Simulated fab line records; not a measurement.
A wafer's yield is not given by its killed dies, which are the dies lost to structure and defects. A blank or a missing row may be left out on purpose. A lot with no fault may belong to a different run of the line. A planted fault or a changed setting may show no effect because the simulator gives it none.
fab line records	flow n5_finfet
record lots=9	wafers=26	last_day=19
route steps=1938 shown HKMG_FIN@400 BEOL_M4@1111 PASSIVATION@1936
lots untouched by any fault: they come from a run of this same line in which no faults occurred
start_h: start of the lot's first displayed wafer, in hours after the record's first day	wait_h: hours since the lot's step before	" unchanged from the row above	L1.1+2: several wafers, shown together as one row	- either no value or no given start	* or withheld: withheld	< > ~ a bound
route shown NAME@n: NAME is a module with steps in the file, n the number in the route of the first one	usual: mean/standard deviation of fault-free wafers	same: alike in all rows	chamber/n: place in a boat	sites: per-site readings	_std_site: standard deviation of those values	_edge_site: the outer-site mean with the inner-site mean subtracted	radius_mm: for every site, how far away it sits from the centre of the wafer	mask NAME#n: copy n	behind: the last tool/chamber to shape the wafer	hold: why the lot went on hold/how many hours it stayed there/how the hold came to an end	device: the transistor (n, p or np) that didn't switch	end of line: tests of these same wafers at the route's end	where a step has no rows: the recipe by itself	killed: count of dies lost to structure and defects at first sort (not the wafer's yield)	map: a wafer's dies, x killed, . not, _ none there
set.NAME: setting as actually run; set.NAME@STEP: the setting as run at that earlier step	model.NAME: the simulator's own value behind a step, which no gauge read
a sample of lots followed through the steps of the route, with each step as a table and each wafer as a row
services: when a tool's chamber went out of use (start_h, in hours from the record's first day, below 0 if earlier), for how many hours, and the reason
## steps
# step N5_HKMG_FIN_INSPECT_61
# recipe mode=adi	inspect_instrument=macro
# usual raw_defect_count=2.1/1.4
lot.wafer	tool	chamber	start_h	wait_h	raw_defect_count
L870.3	defect_inspect-01	-	95.27	0.0	0
L870.4	"	-	"	"	3
L870.5	"	-	"	"	0
L871.1	defect_inspect-01	-	96.45	0.0	5
L871.3	"	-	"	"	5
L871.5	"	-	"	"	2
L873.2	defect_inspect-01	-	108.65	0.0	2
L873.4	"	-	"	"	2
L873.6	"	-	"	"	3
L876.1	defect_inspect-01	-	131.34	0.0	2
L876.2	"	-	"	"	2
L876.6	"	-	"	"	1
L877.2	defect_inspect-01	-	134.20	0.0	1
L877.4	"	-	"	"	0
L879.2	defect_inspect-02	-	144.97	0.0	0
L879.3	"	-	"	"	2
L879.4	"	-	"	"	0
L880.3	defect_inspect-01	-	152.24	0.0	3
L880.4	"	-	"	"	3
L880.5	"	-	"	"	1
L885.1	defect_inspect-01	-	179.98	0.0	5
L885.3	"	-	"	"	2
L885.6	"	-	"	"	5
L889.1	defect_inspect-01	-	203.14	0.0	1
L889.2	"	-	"	"	1
L889.4	"	-	"	"	5
# step N5_HKMG_FIN_CD_MEAS_12
# recipe target_cd_nm=92.8	landing_energy_ev=500	detector=se_inlens
# usual cd_nm=93.2/0.71
lot.wafer	tool	chamber	start_h	wait_h	cd_nm
L870.3	cd_sem-01	0	98.76	-	93.5
L870.4	"	0	"	"	93.8
L870.5	"	0	"	"	93.7
L871.1	cd_sem-03	0	99.78	-	92.9
L871.3	"	0	"	"	92.8
L871.5	"	0	"	"	92.3
L873.2	cd_sem-03	0	112.02	-	93.0
L873.4	"	0	"	"	92.6
L873.6	"	0	"	"	93.8
L876.1	cd_sem-02	0	134.67	-	94.0
L876.2	"	0	"	"	94.0
L876.6	"	0	"	"	94.6
L877.2	cd_sem-02	0	137.52	-	93.1
L877.4	"	0	"	"	93.4
L879.2	cd_sem-01	0	148.20	-	93.0
L879.3	"	0	"	"	93.0
L879.4	"	0	"	"	92.3
L880.3	cd_sem-03	0	156.06	-	93.2
L880.4	"	0	"	"	93.9
L880.5	"	0	"	"	93.3
L885.1	cd_sem-02	0	183.45	-	92.9
L885.3	"	0	"	"	93.5
L885.6	"	0	"	"	93.8
L889.1	cd_sem-01	0	206.33	-	93.1
L889.2	"	0	"	"	92.2
L889.4	"	0	"	"	91.8
# step N5_HKMG_FIN_ETCH_35
# recipe chemistry=N2/H2	target=SOC	target_depth_a=2158	ion_energy_ev=65	bias_w=5	source_w=3000	time_s=243.4	pressure_mtorr=30	n2_flow_sccm=200	h2_flow_sccm=200
# usual drypump_motor_current_A=5.8/0.5	oes_product_au=0.74/0.069	rf_vpp_V=141.6/1.1	run_length_s=266.7/0.41	showerhead_plenum_p_Torr=2.54/0.1	throttle_valve_pct=17.89/0.29
lot.wafer	tool	chamber	start_h	wait_h	drypump_motor_current_A	oes_product_au	rf_hours_counter_h	rf_vpp_V	run_length_s	showerhead_plenum_p_Torr	throttle_valve_pct
L870.3	rie_diel-03	3	99.15	0.0	6.1	0.69	202	140.9	266.2	2.41	17.70
L870.4	"	2	"	"	5.6	0.75	-	141.1	266.4	2.44	17.78
L870.5	"	1	"	"	5.9	0.83	-	143.2	267.2	2.66	18.37
L871.1	rie_diel-03	1	100.26	0.0	6.0	0.82	125	142.7	266.9	2.66	18.38
L871.3	"	3	"	"	6.1	0.70	202	141.9	266.2	2.41	17.69
L871.5	"	1	"	"	6.0	0.83	-	143.8	267.3	2.66	18.36
L873.2	rie_diel-02	3	112.97	0.0	6.4	0.76	154	140.4	266.4	2.45	17.61
L873.4	"	1	"	"	5.5	0.74	184	143.5	266.9	2.54	18.27
L873.6	"	1	"	"	5.5	0.74	-	139.4	267.2	2.54	18.24
L876.1	rie_diel-03	2	135.26	0.0	5.7	0.73	161	141.5	267.1	2.43	17.79
L876.2	"	1	"	"	5.9	0.81	140	140.7	266.8	2.66	18.40
L876.6	"	3	"	"	6.1	0.69	-	140.4	266.1	2.41	17.72
L877.2	rie_diel-06	0	137.91	0.0	5.9	0.75	173	144.1	266.4	2.64	18.04
L877.4	"	1	"	"	5.3	0.72	182	141.2	266.9	2.63	17.73
L879.2	rie_diel-06	1	148.59	0.0	5.2	0.71	186	142.0	267.4	2.63	17.75
L879.3	"	3	"	"	6.8	0.70	211	141.3	266.7	2.63	17.88
L879.4	"	0	"	"	5.9	0.74	177	142.7	267.0	2.64	18.02
L880.3	rie_diel-03	0	156.45	0.0	4.9	0.68	247	140.5	266.0	2.51	17.81
L880.4	"	3	"	"	6.2	0.68	222	139.8	266.3	2.41	17.74
L880.5	"	0	"	"	4.9	0.67	-	142.0	266.5	2.51	17.80
L885.1	rie_diel-06	0	183.84	0.0	5.9	0.75	188	143.8	188.7	2.63	18.05
L885.3	"	3	"	"	6.7	0.69	222	141.2	266.5	2.62	17.89
L885.6	"	1	"	"	5.2	0.71	-	142.6	267.0	2.62	17.77
L889.1	rie_diel-02	3	206.72	0.0	6.3	0.72	189	141.3	266.3	2.43	17.65
L889.2	"	1	"	"	5.5	0.71	220	141.5	267.1	2.53	18.31
L889.4	"	2	"	"	5.2	0.68	250	141.5	266.3	2.48	17.86
# step N5_HKMG_FIN_STRIP_90
# recipe chemistry=N2/H2	material=SOC	time_s=20	power_w=500	temp_c=40	pressure_mtorr=50	rf_frequency_hz=6e+07	bias_power_w=8	h2_frac=0.5	n2_flow_sccm=300	h2_flow_sccm=300
# usual drypump_motor_current_A=5.8/0.52	oes_product_au=0.74/0.073	rf_vpp_V=54.3/0.88	showerhead_plenum_p_Torr=3.36/0.12	temp_c=40.00/0.11	throttle_valve_pct=19.1/0.5
lot.wafer	tool	chamber	start_h	wait_h	drypump_motor_current_A	oes_product_au	rf_hours_counter_h	rf_vpp_V	showerhead_plenum_p_Torr	temp_c	throttle_valve_pct
L870.3	rie_diel-06	3	101.80	0.0	6.8	0.72	195	54.5	3.47	40.15	19.2
L870.4	"	1	"	"	5.2	0.74	169	53.4	3.48	40.06	18.7
L870.5	"	3	"	"	6.8	0.71	-	54.3	3.47	40.03	19.2
L871.1	rie_diel-03	3	102.51	0.0	6.1	0.69	204	53.7	3.19	40.16	18.6
L871.3	"	1	"	"	5.9	0.83	127	54.4	3.51	40.00	20.1
L871.5	"	2	"	"	5.6	0.75	-	55.2	3.22	40.04	19.0
L873.2	rie_diel-02	1	115.12	0.0	5.5	0.73	185	53.1	3.36	39.99	19.5
L873.4	"	2	"	"	5.2	0.69	217	55.4	3.30	39.98	19.0
L873.6	"	1	"	"	5.5	0.73	-	53.2	3.36	39.91	19.5
L876.1	rie_diel-03	1	137.41	0.0	5.9	0.81	141	53.9	3.50	39.94	20.1
L876.2	"	3	"	"	6.1	0.69	218	53.6	3.19	39.91	18.6
L876.6	"	1	"	"	5.9	0.81	-	54.8	3.50	40.15	20.1
L877.2	rie_diel-02	1	140.07	0.0	5.5	0.72	197	53.6	3.35	40.01	19.5
L877.4	"	3	"	"	6.4	0.75	166	53.3	3.23	40.08	18.8
L879.2	rie_diel-06	3	150.74	0.0	6.8	0.69	212	55.0	3.46	40.01	19.2
L879.3	"	2	"	"	6.1	0.69	210	53.6	3.47	39.98	19.6
L879.4	"	0	"	"	5.9	0.74	178	55.9	3.48	39.98	19.4
L880.3	rie_diel-06	1	158.94	0.0	5.2	0.72	190	54.9	3.46	39.84	18.7
L880.4	"	3	"	"	6.8	0.70	215	55.8	3.46	39.97	19.2
L880.5	"	2	"	"	6.2	0.68	-	54.9	3.47	40.08	19.6
L885.1	rie_diel-06	3	186.00	0.0	6.8	0.69	222	54.0	3.46	39.85	19.2
L885.3	"	2	"	"	6.2	0.67	221	55.2	3.47	40.10	19.6
L885.6	"	0	"	"	5.9	0.73	-	54.4	3.47	40.09	19.4
L889.1	rie_diel-03	0	208.94	0.0	4.9	0.97	7	54.1	3.31	39.86	18.4
L889.2	"	2	"	"	5.6	0.72	187	53.9	3.20	40.03	19.0
L889.4	"	1	"	"	5.9	0.79	168	55.3	3.49	40.08	20.2
# step N5_BEOL_M4_RC_MEAS_101
# usual DIBL_N=36.3/1.6	DIBL_P=36.4/2.1	IOFF_N=0.16/0.032	IOFF_N_LIN=0.074/0.012	IOFF_N_LONG=5.54e-05/2.5e-06	IOFF_P=0.22/0.044	ION_N=675/12	ION_P=463/8.3	SS_N=71.6/0.64	SS_P=73.3/0.67	VT_N=250/3.3	VT_N_LONG=274.8/1.9	VT_N_LVT=99/3.1	VT_P=-250/3.7
lot.wafer	tool	chamber	start_h	wait_h	DIBL_N[mV/V]	DIBL_P[mV/V]	IOFF_N[nA/um]	IOFF_N_LIN[nA/um]	IOFF_N_LONG[nA/um]	IOFF_P[nA/um]	ION_N[uA/um]	ION_P[uA/um]	SS_N[mV/dec]	SS_P[mV/dec]	VT_N[mV]	VT_N_LONG[mV]	VT_N_LVT[mV]	VT_P[mV]
L871.1	prober-01	0	218.98	0.0	36.7	36.5	0.17	0.078	5.42e-05	0.22	675	470	71.0	73.9	248	275.7	97	-249
L871.3	"	0	"	"	36.5	36.4	0.16	0.072	5.48e-05	0.20	664	455	71.4	72.9	251	276.1	100	-251
L871.5	"	0	"	"	37.5	37.5	0.18	0.080	5.53e-05	0.22	682	469	72.1	74.1	248	275.4	97	-248
L870.3	prober-02	0	226.43	0.3	38.8	38.2	0.18	0.082	5.07e-05	0.23	684	466	71.7	73.9	252	277.6	98	-247
L870.4	"	0	"	"	35.0	33.1	0.12	0.057	5.16e-05	0.16	666	455	70.6	73.1	256	276.7	104	-255
L870.5	"	0	"	"	36.4	35.1	0.15	0.070	5.21e-05	0.20	686	464	71.9	73.5	251	277.7	98	-251
L873.2	prober-01	0	231.91	0.2	35.5	36.4	0.16	0.077	5.4e-05	0.22	679	465	71.4	73.5	248	275.9	99	-251
L873.4	"	0	"	"	35.7	36.0	0.15	0.071	5.44e-05	0.21	668	457	71.8	72.9	251	275.1	101	-248
L873.6	"	0	"	"	34.7	34.5	0.13	0.064	5.49e-05	0.18	663	451	71.7	73.5	253	277.5	102	-250
L876.1	prober-02	0	257.00	0.0	35.4	35.7	0.15	0.071	5.64e-05	0.18	665	457	71.2	72.8	251	275.1	96	-254
L876.2	"	0	"	"	37.9	38.7	0.21	0.096	5.71e-05	0.23	697	468	71.7	74.1	246	276.7	92	-250
L876.6	"	0	"	"	36.7	37.3	0.18	0.081	5.64e-05	0.20	674	454	71.2	73.0	249	275.2	95	-251
L879.2	prober-01	0	279.55	0.2	37.1	37.6	0.17	0.079	5.21e-05	0.23	692	464	72.2	73.9	248	274.5	98	-250
L879.3	"	0	"	"	36.7	35.7	0.15	0.071	5.22e-05	0.19	681	456	71.4	72.4	250	277.0	101	-252
L879.4	"	0	"	"	35.6	34.2	0.13	0.064	5.26e-05	0.18	670	453	71.1	72.9	251	277.5	103	-253
L877.2	prober-01	0	284.45	0.2	37.5	36.6	0.17	0.077	5.81e-05	0.23	674	463	71.9	73.4	247	272.1	99	-249
L877.4	"	0	"	"	38.0	38.8	0.20	0.089	5.73e-05	0.28	689	475	71.8	73.5	246	273.9	97	-247
L880.3	prober-01	0	291.43	0.3	33.4	34.7	0.13	0.062	5.51e-05	0.18	657	454	71.0	72.7	252	273.6	100	-250
L880.4	"	0	"	"	35.7	36.9	0.16	0.073	5.48e-05	0.22	672	461	71.3	73.6	250	273.7	98	-250
L880.5	"	0	"	"	36.9	39.4	0.19	0.083	5.47e-05	0.26	668	463	72.0	74.2	247	275.0	96	-248
L885.1	prober-02	0	323.48	0.0	34.9	35.0	0.07	0.035	3.79e-05	0.19	455	465	71.3	72.3	270	294.7	118	-251
L885.3	"	0	"	"	37.0	37.8	0.18	0.082	5.75e-05	0.24	681	469	71.4	73.3	246	272.2	95	-247
L885.6	"	0	"	"	37.3	37.6	0.18	0.083	5.85e-05	0.23	685	467	71.3	73.4	244	273.8	94	-249
L889.1	prober-02	0	354.48	0.0	35.4	36.1	0.13	0.061	5.31e-05	0.16	665	456	71.8	72.6	254	275.6	103	-253
L889.2	"	0	"	"	34.7	35.6	0.13	0.062	5.3e-05	0.16	662	456	71.1	73.2	252	274.4	100	-256
L889.4	"	0	"	"	40.7	41.8	0.24	0.104	5.42e-05	0.26	697	463	73.0	74.2	245	274.7	92	-247
# step N5_PASSIVATION_PROBE_49
# usual defect_limited_yield=91.4/1.2	killed_at_M0_to_M3=35/11	killed_at_M4_up=14/6	killed_at_contacts=12/6.7	killed_at_front_end=37/9.7	killed_at_other=3.5/2.5	killed_dies=102/15	killed_open=67/12	killed_short=33/7.3	sort_bin_5_function=5.1/0.81	sort_bin_6_memory=3.2/0.65	sort_bin_8_speed=0.00/0.021	sort_n_pass=1078/15	sort_yield_pct=91.4/1.2
# same gross_dies=1180	killed_at_back_side=0	sort_bin_4_leakage[%]=0
lot.wafer	tool	chamber	start_h	wait_h	defect_limited_yield[%]	killed_at_M0_to_M3	killed_at_M4_up	killed_at_contacts	killed_at_front_end	killed_at_other	killed_dies	killed_open	killed_short	sort_bin_5_function[%]	sort_bin_6_memory[%]	sort_bin_8_speed[%]	sort_n_pass	sort_yield_pct[%]
L880.3	prober-02	-	389.74	0.1	92.9	32	18	8	24	2	84	68	15	4.3	2.6	0	1096	92.9
L877.4	prober-02	-	390.34	0.2	91.4	38	14	5	39	5	101	58	43	4.7	3.5	0	1079	91.4
L885.1	prober-02	-	425.76	0.0	90.0	40	9	19	47	3	118	62	56	5.6	4.1	90.00	0	0
L885.3	prober-02	-	425.86	0.1	88.6	64	10	10	49	2	135	97	38	6.8	4.3	0	1045	88.6
L885.6	prober-02	-	426.01	0.3	91.4	52	9	7	27	7	102	70	32	4.8	3.6	0	1078	91.4
# killed by level:class
L880.3 BEOL_M4:geometric_particle:open=13 BEOL_M1:geometric_particle:open=10 MOL_CONTACT_COAG:geometric_particle:open=8 BEOL_M0:geometric_particle:open=6 FIN_SAQP:geometric_particle:open=5 DUMMY_GATE:geometric_particle:open=5 BEOL_M3:geometric_particle:open=5 STARTING-WAFER:geometric_particle:open=5
L877.4 BEOL_M0_SAQP:geometric_particle:short=12 BEOL_M3:geometric_particle:open=10 GATE_CUT:geometric_particle:open=7 BEOL_M0_SAQP:geometric_particle:open=7 FIN_SAQP:geometric_particle:short=6 FIN_SAQP:geometric_particle:open=4 STI_FIN_REVEAL:geometric_particle:open=4 GATE_CUT:geometric_particle:short=4
L885.1 MOL_CONTACT_COAG:geometric_particle:open=16 BEOL_M0_SAQP:geometric_particle:short=16 BEOL_M0_SAQP:geometric_particle:open=14 FIN_SAQP:geometric_particle:short=10 STARTING-WAFER:geometric_particle:short=7 GATE_CUT:geometric_particle:short=5 BEOL_M4:geometric_particle:open=5 FIN_SAQP:geometric_particle:open=4
L885.3 BEOL_M0_SAQP:geometric_particle:open=16 BEOL_M1:geometric_particle:open=12 BEOL_M0_SAQP:geometric_particle:short=10 FIN_SAQP:geometric_particle:open=9 STI_FIN_REVEAL:geometric_particle:open=9 BEOL_M3:geometric_particle:open=9 DUMMY_GATE:geometric_particle:open=8 MOL_CONTACT_COAG:geometric_particle:open=8
L885.6 BEOL_M0_SAQP:geometric_particle:open=17 BEOL_M0_SAQP:geometric_particle:short=9 BEOL_M3:geometric_particle:open=8 BEOL_M1:geometric_particle:open=7 GATE_CUT:geometric_particle:open=6 BEOL_M3:geometric_particle:short=5 FIN_SAQP:geometric_particle:open=4 MOL_CONTACT_COAG:geometric_particle:open=4
## services
tool	chamber	start_h	hours	kind
rie_diel-03	2	77.09	4.3	repair
rie_diel-06	-	79.36	2.8	pm
rie_diel-02	0	115.19	-	clean
rie_diel-02	0	115.19	-	consumable_replace:focus_ring
rie_diel-02	0	115.19	-	consumable_replace:showerhead
rie_diel-02	0	115.19	21.1	scheduled_down
rie_diel-02	0	115.19	21.1	vent_cycle
rie_diel-06	0	119.41	1.3	repair
rie_diel-03	2	127.70	2.8	repair
rie_diel-03	0	163.82	-	clean
rie_diel-03	0	163.82	-	consumable_replace:focus_ring
rie_diel-03	0	163.82	23.9	scheduled_down
rie_diel-03	0	163.82	23.9	vent_cycle
rie_diel-02	2	187.41	4.7	repair
rie_diel-06	2	204.99	5.7	repair
## key
first_sign step=N5_HKMG_FIN_ETCH_35	reading=run_length_s	direction=down	sigmas=99+	usual=*	struck=*
effect step=N5_BEOL_M4_RC_MEAS_101	reading=ION_N	direction=down	sigmas=18	usual=675	struck=455
effect step=N5_BEOL_M4_RC_MEAS_101	reading=VT_N_LONG	direction=up	sigmas=10	usual=274.8	struck=294.7
effect step=N5_BEOL_M4_RC_MEAS_101	reading=IOFF_N_LONG	direction=down	sigmas=7	usual=5.54e-05	struck=3.79e-05
effect step=N5_BEOL_M4_RC_MEAS_101	reading=VT_N_LVT	direction=up	sigmas=6.1	usual=99	struck=118
effect step=N5_BEOL_M4_RC_MEAS_101	reading=VT_N	direction=up	sigmas=6	usual=250	struck=270
effect step=N5_BEOL_M4_RC_MEAS_101	reading=IOFF_N_LIN	direction=down	sigmas=3.3	usual=0.074	struck=0.035
effect step=N5_PASSIVATION_PROBE_49	reading=sort_bin_8_speed	direction=up	sigmas=99+	usual=0.00	struck=90.00
met_at N5_HKMG_FIN_ETCH_35
struck_lots L885
struck_wafers L885.1
not_acting_at N5_HKMG_FIN_INSPECT_61,N5_HKMG_FIN_CD_MEAS_12,N5_HKMG_FIN_STRIP_90
onset_between 148.59 183.84
fault kind=process_parameter_drift	tool=rie_diel-06	chamber=-	onset_h=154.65	steps=N5_HKMG_FIN_ETCH_35	channel=time_s	offset=*	shape=step	end_h=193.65	scope=struck_wafers_only	acts_in=*	stated=*
